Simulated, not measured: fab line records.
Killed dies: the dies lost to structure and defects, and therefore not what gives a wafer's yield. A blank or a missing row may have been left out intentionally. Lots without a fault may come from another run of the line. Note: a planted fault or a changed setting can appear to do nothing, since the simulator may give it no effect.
fab line records	flow nandHarc	part 1 of 2: steps 1 to 22 of 29
record: lots: 5	wafers: 15	lastDay: 32
route steps=1302 shown A_CONTACT@1029
lots untouched by any fault: they come from a run of this same line in which no faults occurred
startH: the number of hours between the record's first day and the start of the first shown wafer of the lot	waitH: hours from the lot's prior step to this one	" the same as in the row above	L1.1+2: one row covering several wafers at once	- no value present, or no start provided	* or withheld: withheld	< > ~ a bound
route shown NAME@n: names a module that has steps shown in the file, with the first one's number in the route	usual: mean and standard deviation over wafers with no fault	same: alike in all rows	chamber/n: place in a boat	sites: per-site readings	_std_site: the values' standard deviation	_edge_site: mean of outer sites minus mean of inner sites	radiusMm: for every site, how far away it sits from the centre of the wafer	mask NAME#n: copy n	behind: the most recent tool/chamber to have shaped the wafer	hold: why the lot was held/for how many hours/how that ended	device: which transistor (n, p or np) failed to switch	end of line: tests of these same wafers at the route's end	step lacking rows: just its recipe	killed: count of dies lost to structure and defects at first sort (not the wafer's yield)	map: per-die view of a wafer (x killed, . not killed, _ where there is no die)
set.NAME: the setting the step ran with; set.NAME@STEP: the setting that earlier step ran with	model.NAME: the simulator's own value behind a step, which no gauge read
a table for each step, a row for each wafer; lots at some steps of the route
services: when a tool's chamber went out of use (startH, in hours from the record's first day, below 0 if earlier), for how many hours, and the reason
== steps ==
step: NHARC_A_CONTACT_DEHYDRATE_59
recipe: tempC: 150	timeS: 120
lot.wafer	tool	chamber	startH	waitH
L079.1+4+5	lithoTrack-04	0	548.96	0.2
L081.3+4+5	lithoTrack-01	0	564.56	0.2
L090.2+4+5	lithoTrack-06	0	661.46	0.2
L092.1+2+5	lithoTrack-04	0	684.37	0.2
L095.1+5+6	lithoTrack-04	0	699.12	0.2
step: NHARC_A_CONTACT_HMDS_60
recipe: timeS: 30
lot.wafer	tool	chamber	startH	waitH
L079.1+4+5	lithoTrack-04	0	-	-
L081.3+4+5	lithoTrack-01	0	-	-
L090.2+4+5	lithoTrack-06	0	-	-
L092.1+2+5	lithoTrack-04	0	-	-
L095.1+5+6	lithoTrack-04	0	-	-
step: NHARC_A_CONTACT_COAT_61
recipe: tempC: 260	timeS: 75
lot.wafer	tool	chamber	startH	waitH
L079.1+4+5	lithoTrack-04	0	-	-
L081.3+4+5	lithoTrack-01	0	-	-
L090.2+4+5	lithoTrack-06	0	-	-
L092.1+2+5	lithoTrack-04	0	-	-
L095.1+5+6	lithoTrack-04	0	-	-
step: NHARC_A_CONTACT_COAT_62
recipe: tempC: 225	timeS: 65
lot.wafer	tool	chamber	startH	waitH
L079.1+4+5	lithoTrack-04	0	-	-
L081.3+4+5	lithoTrack-01	0	-	-
L090.2+4+5	lithoTrack-06	0	-	-
L092.1+2+5	lithoTrack-04	0	-	-
L095.1+5+6	lithoTrack-04	0	-	-
step: NHARC_A_CONTACT_COAT_63
recipe: spinRpm: 1500	resistThkNm: 90
lot.wafer	tool	chamber	startH	waitH
L079.1+4+5	lithoTrack-04	0	-	-
L081.3+4+5	lithoTrack-01	0	-	-
L090.2+4+5	lithoTrack-06	0	-	-
L092.1+2+5	lithoTrack-04	0	-	-
L095.1+5+6	lithoTrack-04	0	-	-
step: NHARC_A_CONTACT_SOFTBAKE_64
recipe: tempC: 105	timeS: 55
lot.wafer	tool	chamber	startH	waitH
L079.1+4+5	lithoTrack-04	0	-	-
L081.3+4+5	lithoTrack-01	0	-	-
L090.2+4+5	lithoTrack-06	0	-	-
L092.1+2+5	lithoTrack-04	0	-	-
L095.1+5+6	lithoTrack-04	0	-	-
step: NHARC_A_CONTACT_EBR_65
lot.wafer	tool	chamber	startH	waitH
L079.1+4+5	lithoTrack-04	0	-	-
L081.3+4+5	lithoTrack-01	0	-	-
L090.2+4+5	lithoTrack-06	0	-	-
L092.1+2+5	lithoTrack-04	0	-	-
L095.1+5+6	lithoTrack-04	0	-	-
step: NHARC_A_CONTACT_EXPOSE_66
recipe: na: 1.35	sigmaOuter: 0.8	doseMj: 59.02	maskId: A_CC_2
usual: exposureDoseMJCm2: 58.94/0.067
lot.wafer	tool	chamber	startH	waitH	mask	exposureDoseMJCm2
L079.1	arfiScanner-03	0	549.27	-	A_CC_2#0	58.96
L079.4	"	0	"	"	A_CC_2#0	58.86
L079.5	"	0	"	"	A_CC_2#0	58.91
L081.3	arfiScanner-01	0	564.88	-	A_CC_2#0	59.07
L081.4	"	0	"	"	A_CC_2#0	58.98
L081.5	"	0	"	"	A_CC_2#0	59.03
L090.2	arfiScanner-01	0	661.77	-	A_CC_2#0	58.86
L090.4	"	0	"	"	A_CC_2#0	58.97
L090.5	"	0	"	"	A_CC_2#0	58.99
L092.1	arfiScanner-01	0	684.55	-	A_CC_2#0	58.91
L092.2	"	0	"	"	A_CC_2#0	58.87
L092.5	"	0	"	"	A_CC_2#0	58.92
L095.1	arfiScanner-03	0	699.43	-	A_CC_2#0	58.92
L095.5	"	0	"	"	A_CC_2#0	58.89
L095.6	"	0	"	"	A_CC_2#0	58.90
step: NHARC_A_CONTACT_PEB_67
recipe: pebTempC: 100	pebTimeS: 65
lot.wafer	tool	chamber	startH	waitH
L079.1+4+5	lithoTrack-01	0	549.33	0.1
L081.3+4+5	lithoTrack-04	0	564.94	0.0
L090.2+4+5	lithoTrack-04	0	661.83	0.1
L092.1+2+5	lithoTrack-04	0	684.61	0.1
L095.1+5+6	lithoTrack-06	0	699.49	0.1
step: NHARC_A_CONTACT_DEVELOP_68
recipe: developTimeS: 35	devTempC: 23
usual: developerTempC: 23.00/0.11
lot.wafer	tool	chamber	startH	waitH	developerTempC
L079.1	lithoTrack-01	0	-	-	22.98
L079.4	"	0	"	"	22.95
L079.5	"	0	"	"	22.86
L081.3	lithoTrack-04	0	-	-	23.13
L081.4	"	0	"	"	23.02
L081.5	"	0	"	"	23.03
L090.2	lithoTrack-04	0	-	-	22.91
L090.4	"	0	"	"	23.06
L090.5	"	0	"	"	23.01
L092.1	lithoTrack-04	0	-	-	22.91
L092.2	"	0	"	"	23.05
L092.5	"	0	"	"	22.96
L095.1	lithoTrack-06	0	-	-	23.00
L095.5	"	0	"	"	23.09
L095.6	"	0	"	"	23.06
step: NHARC_A_CONTACT_CD_MEAS_69
recipe: targetCdNm: 300	landingEnergyEv: 500
usual: cdNm: 300.0/0.69
lot.wafer	tool	chamber	startH	waitH	cdNm
L079.1	cdSem-03	0	549.40	-	299.3
L079.4	"	0	"	"	299.6
L079.5	"	0	"	"	299.8
L081.3	cdSem-03	0	565.03	-	300.0
L081.4	"	0	"	"	300.4
L081.5	"	0	"	"	300.1
L090.2	cdSem-02	0	661.91	-	301.1
L090.4	"	0	"	"	300.9
L090.5	"	0	"	"	301.1
L092.1	cdSem-02	0	684.69	-	300.0
L092.2	"	0	"	"	300.2
L092.5	"	0	"	"	300.6
L095.1	cdSem-03	0	699.57	-	301.0
L095.5	"	0	"	"	299.6
L095.6	"	0	"	"	300.0
step: NHARC_A_CONTACT_OVL_MEAS_70
usual: overlayXNm: 0.1/0.73	overlayYNm: 0.0/0.81
lot.wafer	tool	chamber	startH	waitH	overlayXNm	overlayYNm
L079.1	overlay-02	-	549.49	-	0.3	0.1
L079.4	"	-	"	"	-0.2	0.1
L079.5	"	-	"	"	0.2	0.2
L081.3	overlay-01	-	565.11	-	1.1	-1.0
L081.4	"	-	"	"	0.7	-0.3
L081.5	"	-	"	"	0.3	-0.7
L090.2	overlay-01	-	662.00	-	0.2	2.3
L090.4	"	-	"	"	0.5	2.3
L090.5	"	-	"	"	0.7	1.9
L092.1	overlay-02	-	684.78	-	0.0	0.2
L092.2	"	-	"	"	-0.1	0.2
L092.5	"	-	"	"	-0.7	-0.2
L095.1	overlay-01	-	699.66	-	0.9	0.4
L095.5	"	-	"	"	1.2	0.9
L095.6	"	-	"	"	1.1	0.4
step: NHARC_A_CONTACT_INSPECT_71
usual: rawDefectCount: 86/40
lot.wafer	tool	chamber	startH	waitH	rawDefectCount
L079.1	defectInspect-01	-	549.53	0.0	131
L079.4	"	-	"	"	112
L079.5	"	-	"	"	132
L081.3	defectInspect-02	-	565.15	0.0	25
L081.4	"	-	"	"	26
L081.5	"	-	"	"	19
L090.2	defectInspect-02	-	662.03	0.0	153
L090.4	"	-	"	"	147
L090.5	"	-	"	"	152
L092.1	defectInspect-01	-	684.82	0.0	29
L092.2	"	-	"	"	24
L092.5	"	-	"	"	41
L095.1	defectInspect-01	-	699.70	0.0	34
L095.5	"	-	"	"	25
L095.6	"	-	"	"	26
step: NHARC_A_CONTACT_DESCUM_74
recipe: timeS: 3	o2FlowSccm: 200	arFlowSccm: 0	biasPowerW: 0	chemistry: O2
usual: chamberPressureMTorr: 60.00/0.055	drypumpMotorCurrentA: 5.9/0.42	oesProductAu: 0.994/0.013	rfVppV: 57.5/0.98	showerheadPlenumPTorr: 1.86/0.062	throttleValvePct: 11.310/0.008
same: biasPowerW: 0
lot.wafer	tool	chamber	startH	waitH	chamberPressureMTorr	drypumpMotorCurrentA	oesProductAu	rfHoursCounterH	rfVppV	showerheadPlenumPTorr	throttleValvePct
L079.1	rieDiel-07	3	549.59	0.1	60.02	6.1	0.978	10	56.3	1.78	11.314
L079.4	"	0	"	"	60.09	6.6	0.996	11	58.4	1.83	11.304
L079.5	"	3	"	"	60.02	6.1	0.978	-	57.9	1.78	11.304
L081.3	rieDiel-04	3	565.21	0.1	60.07	5.3	1.017	5	57.8	1.79	11.311
L081.4	"	0	"	"	59.99	5.9	0.969	7	57.5	1.92	11.308
L081.5	"	3	"	"	59.99	5.4	1.025	-	57.9	1.79	11.303
L090.4	rieDiel-07	0	662.11	0.1	60.09	6.6	1.001	1	58.8	1.82	11.306
L090.2	"	1	"	"	60.00	5.5	1.005	1	59.2	1.89	11.324
L090.5	"	2	"	"	60.09	5.9	0.994	-	57.7	1.90	11.305
L092.1	rieDiel-07	1	684.89	0.1	59.96	5.5	0.996	4	59.4	1.89	11.315
L092.2	"	3	"	"	60.04	6.1	0.975	5	58.2	1.78	11.311
L092.5	"	0	"	"	59.94	6.6	0.988	-	57.9	1.82	11.313
L095.1	rieDiel-07	3	699.78	0.1	59.97	6.1	0.964	9	57.8	1.77	11.310
L095.5	"	1	"	"	59.96	5.5	0.991	-	56.8	1.89	11.317
L095.6	"	2	"	"	60.06	5.9	0.982	-	58.2	1.89	11.308
step: NHARC_A_CONTACT_ETCH_75
recipe: targetDepthA: 390	overEtchFrac: 0.3	timeS: 65	ionEnergyEv: 80	cf4FlowSccm: 150	arFlowSccm: 0	rfW: 300	biasW: 100	chemistry: CF4
usual: chamberPressureMTorr: 50.00/0.042	drypumpMotorCurrentA: 5.9/0.44	oesProductAu: 0.994/0.013	rfVppV: 150.6/1.1	showerheadPlenumPTorr: 1.72/0.051	throttleValvePct: 13.285/0.0095
lot.wafer	tool	chamber	startH	waitH	chamberPressureMTorr	drypumpMotorCurrentA	oesProductAu	rfHoursCounterH	rfVppV	showerheadPlenumPTorr	throttleValvePct
L079.4	rieDiel-07	3	549.67	0.1	49.95	6.1	0.971	10	149.1	1.66	13.294
L079.1	"	2	"	"	49.95	5.9	0.982	10	152.1	1.76	13.286
L079.5	"	0	"	"	49.95	6.6	0.993	-	150.4	1.70	13.291
L081.4	rieDiel-04	2	565.30	0.1	50.00	5.1	1.023	7	149.8	1.76	13.288
L081.3	"	0	"	"	50.05	6.0	0.997	7	150.3	1.77	13.281
L081.5	"	1	"	"	50.00	5.5	1.012	-	153.2	1.72	13.282
L090.4	rieDiel-07	1	662.19	0.1	50.07	5.6	0.991	1	151.0	1.75	13.282
L090.2	"	2	"	"	49.98	5.9	0.990	1	149.8	1.75	13.294
L090.5	"	1	"	"	49.98	5.5	0.996	-	150.4	1.75	13.282
L092.2	rieDiel-07	2	684.96	0.1	49.99	6.0	0.973	4	151.4	1.75	13.295
L092.1	"	0	"	"	49.96	6.6	0.976	5	150.1	1.69	13.304
L092.5	"	3	"	"	50.06	6.1	0.968	-	150.6	1.65	13.291
L095.1	rieDiel-07	1	699.88	0.1	49.95	5.5	1.015	9	150.1	1.75	13.296
L095.6	"	2	"	"	49.96	5.9	0.999	-	152.1	1.75	13.282
L095.5	"	1	"	"	49.96	5.6	1.008	-	152.2	1.75	13.282
step: NHARC_A_CONTACT_ETCH_76
recipe: targetDepthA: 2600	overEtchFrac: 0.3	timeS: 475.3	ionEnergyEv: 200	n2FlowSccm: 150	h2FlowSccm: 150	arFlowSccm: 0	rfW: 400	biasW: 150	chemistry: N2/H2
usual: chamberPressureMTorr: 30.002/0.028	drypumpMotorCurrentA: 5.9/0.45	oesProductAu: 0.995/0.014	rfVppV: 428.9/2	showerheadPlenumPTorr: 1.98/0.063	throttleValvePct: 14.172/0.0093
lot.wafer	tool	chamber	startH	waitH	chamberPressureMTorr	drypumpMotorCurrentA	oesProductAu	rfHoursCounterH	rfVppV	showerheadPlenumPTorr	throttleValvePct
L079.4	rieDiel-07	2	-	-	30.004	5.9	0.971	10	431.1	2.03	14.171
L079.1	"	1	"	"	30.031	5.5	0.997	12	429.4	2.02	14.173
L079.5	"	2	"	"	29.998	5.9	0.990	-	428.7	2.03	14.175
L081.4	rieDiel-04	3	-	-	29.993	5.4	1.016	5	426.6	1.91	14.174
L081.3	"	0	"	"	29.971	6.0	0.981	7	430.7	2.05	14.174
L081.5	"	0	"	"	30.025	6.0	0.991	-	431.4	2.04	14.166
L090.4	rieDiel-07	1	-	-	30.031	5.5	1.004	1	430.7	2.02	14.178
L090.2	"	2	"	"	30.025	5.9	0.991	1	431.7	2.02	14.172
L090.5	"	1	"	"	30.003	5.6	1.001	-	429.2	2.02	14.171
L092.2	rieDiel-07	1	-	-	29.977	5.5	1.017	4	430.6	2.02	14.178
L092.1	"	3	"	"	30.009	6.1	0.969	5	425.9	1.89	14.163
L092.5	"	1	"	"	30.015	5.5	1.000	-	429.2	2.02	14.170
L095.1	rieDiel-07	2	-	-	30.008	5.9	0.994	9	430.0	2.02	14.172
L095.6	"	1	"	"	30.012	5.5	1.003	-	429.0	2.01	14.153
L095.5	"	2	"	"	30.013	5.9	0.987	-	430.3	2.02	14.166
step: NHARC_A_CONTACT_ETCH_77
recipe: targetDepthA: 1089	timeS: 54.5	cf4FlowSccm: 100	chf3FlowSccm: 30	arFlowSccm: 0	rfW: 500	biasW: 200	chemistry: CF4/CHF3
usual: chamberPressureMTorr: 24.998/0.021	drypumpMotorCurrentA: 5.9/0.44	oesProductAu: 0.935/0.023	rfVppV: 369.0/1.6	showerheadPlenumPTorr: 1.53/0.045	throttleValvePct: 16.804/0.0085
lot.wafer	tool	chamber	startH	waitH	chamberPressureMTorr	drypumpMotorCurrentA	oesProductAu	rfHoursCounterH	rfVppV	showerheadPlenumPTorr	throttleValvePct
L079.4	rieDiel-07	2	-	-	25.002	6.0	0.911	11	370.7	1.56	16.801
L079.1	"	3	"	"	24.986	6.1	0.905	11	367.3	1.47	16.821
L079.5	"	1	"	"	25.018	5.5	0.931	-	369.8	1.56	16.792
L081.4	rieDiel-04	3	-	-	24.984	5.4	0.978	5	366.6	1.48	16.817
L081.3	"	1	"	"	25.011	5.5	0.973	7	369.1	1.53	16.822
L081.5	"	3	"	"	24.987	5.3	0.976	-	368.8	1.48	16.805
L090.2	rieDiel-07	2	-	-	25.003	5.9	0.959	1	371.0	1.56	16.811
L090.4	"	3	"	"	24.976	6.1	0.947	1	367.5	1.47	16.792
L090.5	"	0	"	"	24.991	6.6	0.973	-	367.3	1.50	16.803
L092.2	rieDiel-07	1	-	-	25.009	5.5	0.922	4	370.3	1.56	16.794
L092.1	"	3	"	"	24.969	6.1	0.910	5	366.7	1.47	16.814
L092.5	"	0	"	"	24.976	6.5	0.913	-	368.2	1.50	16.807
L095.1	rieDiel-07	1	-	-	24.977	5.5	0.968	9	369.6	1.56	16.791
L095.5	"	2	"	"	24.979	5.9	0.958	-	370.1	1.56	16.799
L095.6	"	3	"	"	25.003	6.1	0.932	-	367.9	1.46	16.795
step: NHARC_A_CONTACT_ETCH_78
recipe: targetDepthA: 53000	overEtchFrac: 0.3	timeS: 1378	ionEnergyEv: 150	o2FlowSccm: 400	cosFlowSccm: 20	arFlowSccm: 0	rfW: 500	biasW: 300	chemistry: O2/COS
usual: chamberPressureMTorr: 20.000/0.018	drypumpMotorCurrentA: 5.9/0.43	oesProductAu: 0.994/0.013	rfVppV: 312.9/1.6	showerheadPlenumPTorr: 3.03/0.093	throttleValvePct: 28.330/0.01
lot.wafer	tool	chamber	startH	waitH	chamberPressureMTorr	drypumpMotorCurrentA	oesProductAu	rfHoursCounterH	rfVppV	showerheadPlenumPTorr	throttleValvePct
L079.1	rieDiel-07	2	-	-	20.018	6.0	0.993	11	313.8	3.10	28.337
L079.4	"	3	"	"	19.978	6.1	0.988	11	310.2	2.92	28.313
L079.5	"	2	"	"	20.025	6.0	0.993	-	314.5	3.10	28.347
L081.4	rieDiel-04	0	-	-	20.005	6.0	0.976	7	313.8	3.13	28.327
L081.3	"	2	"	"	19.993	5.2	1.026	7	313.3	3.11	28.314
L081.5	"	3	"	"	20.027	5.4	1.025	-	311.3	2.93	28.334
L090.4	rieDiel-07	2	-	-	19.982	5.9	0.990	1	313.4	3.10	28.332
L090.2	"	0	"	"	20.018	6.6	0.988	1	312.9	2.98	28.321
L090.5	"	2	"	"	19.952	5.9	0.996	-	315.0	3.10	28.337
L092.1	rieDiel-07	2	-	-	19.998	5.9	0.989	5	313.8	3.09	28.306
L092.2	"	3	"	"	20.003	6.1	0.976	5	311.2	2.91	28.329
L092.5	"	1	"	"	19.997	5.5	1.005	-	312.5	3.09	28.324
L095.1	rieDiel-07	3	-	-	19.994	6.1	0.975	10	311.3	2.91	28.335
L095.6	"	3	"	"	19.976	6.1	0.976	-	311.6	2.91	28.333
L095.5	"	1	"	"	20.004	5.6	0.996	-	313.4	3.09	28.334
step: NHARC_A_CONTACT_ETCH_124
recipe: sourceW: withheld	pressureMtorr: 20	biasV: withheld	timeS: 140	targetDepthA: 7000	arFlowSccm: withheld	c4f8FlowSccm: withheld	o2FlowSccm: withheld	chemistry: C4F8/O2/Ar
usual: chamberPressureMTorr: 20.001/0.02
lot.wafer	tool	chamber	startH	waitH	chamberPressureMTorr	rfHoursCounterH
L079.1	harCapEtch-02	1	551.17	-	19.963	84
L079.4	"	1	"	"	20.007	-
L079.5	"	1	"	"	20.012	-
L081.3	harCapEtch-03	1	566.83	-	19.995	-
L081.4	"	0	"	"	19.972	-
L081.5	"	1	"	"	20.011	-
L090.2	harCapEtch-03	0	663.66	-	19.994	71
L090.4	"	1	"	"	20.028	-
L090.5	"	0	"	"	19.987	-
L092.1	harCapEtch-01	0	686.41	-	20.005	29
L092.2	"	1	"	"	19.964	29
L092.5	"	0	"	"	20.004	-
L095.1	harCapEtch-02	1	701.65	-	19.986	109
L095.6	"	0	"	"	19.956	-
L095.5	"	1	"	"	20.019	-
step: NHARC_A_CONTACT_ETCH_125
recipe: sourceW: withheld	pressureMtorr: 20	biasV: 3000	timeS: 197	targetDepthA: 19180	arFlowSccm: withheld	c4f8FlowSccm: withheld	o2FlowSccm: withheld	chemistry: C4F8/O2/Ar
usual: chamberPressureMTorr: 19.999/0.018
lot.wafer	tool	chamber	startH	waitH	chamberPressureMTorr	rfHoursCounterH
L079.1	harCapEtch-02	1	551.36	0.2	20.003	84
L079.4	"	1	"	"	20.006	-
L079.5	"	1	"	"	20.011	-
L081.3	harCapEtch-03	1	567.02	0.2	19.995	-
L081.4	"	0	"	"	19.976	-
L081.5	"	1	"	"	20.003	-
L090.2	harCapEtch-03	0	663.86	0.2	19.982	71
L090.4	"	1	"	"	20.033	-
L090.5	"	0	"	"	19.990	-
L092.1	harCapEtch-01	0	686.61	0.2	19.979	29
L092.2	"	1	"	"	20.027	29
L092.5	"	0	"	"	19.992	-
L095.1	harCapEtch-02	1	701.84	0.2	19.984	109
L095.6	"	0	"	"	19.960	-
L095.5	"	1	"	"	19.990	-
step: NHARC_A_CONTACT_ETCH_126
recipe: sourceW: withheld	pressureMtorr: 20	biasV: 3000	timeS: 197	targetDepthA: 19180	arFlowSccm: withheld	c4f8FlowSccm: withheld	o2FlowSccm: withheld	chemistry: C4F8/O2/Ar
usual: chamberPressureMTorr: 20.001/0.019
lot.wafer	tool	chamber	startH	waitH	chamberPressureMTorr	rfHoursCounterH
L079.1	harCapEtch-02	1	551.54	0.1	19.986	84
L079.4	"	1	"	"	20.010	-
L079.5	"	1	"	"	20.007	-
L081.3	harCapEtch-03	1	567.20	0.1	19.998	-
L081.4	"	0	"	"	19.983	-
L081.5	"	1	"	"	20.039	-
L090.2	harCapEtch-03	0	664.04	0.1	20.000	71
L090.4	"	1	"	"	20.012	-
L090.5	"	0	"	"	19.997	-
L092.1	harCapEtch-01	0	686.79	0.1	20.007	29
L092.2	"	1	"	"	20.034	29
L092.5	"	0	"	"	20.019	-
L095.1	harCapEtch-02	1	702.02	0.1	19.972	110
L095.6	"	0	"	"	20.034	-
L095.5	"	1	"	"	19.980	-
step: NHARC_A_CONTACT_ETCH_127
recipe: sourceW: withheld	pressureMtorr: 20	biasV: 3000	timeS: 197	targetDepthA: 19180	arFlowSccm: withheld	c4f8FlowSccm: withheld	o2FlowSccm: withheld	chemistry: C4F8/O2/Ar
usual: chamberPressureMTorr: 20.001/0.02
lot.wafer	tool	chamber	startH	waitH	chamberPressureMTorr	rfHoursCounterH
L079.1	harCapEtch-02	1	551.72	0.1	19.984	85
L079.4	"	1	"	"	20.010	-
L079.5	"	1	"	"	20.025	-
L081.3	harCapEtch-03	1	567.38	0.1	19.977	-
L081.4	"	0	"	"	20.020	-
L081.5	"	1	"	"	19.981	-
L090.2	harCapEtch-03	0	664.22	0.1	19.987	71
L090.4	"	1	"	"	19.987	-
L090.5	"	0	"	"	19.984	-
L092.1	harCapEtch-01	0	686.97	0.1	19.966	29
L092.2	"	1	"	"	19.980	29
L092.5	"	0	"	"	19.980	-
L095.1	harCapEtch-02	1	702.20	0.1	20.003	110
L095.6	"	0	"	"	20.013	-
L095.5	"	1	"	"	19.976	-
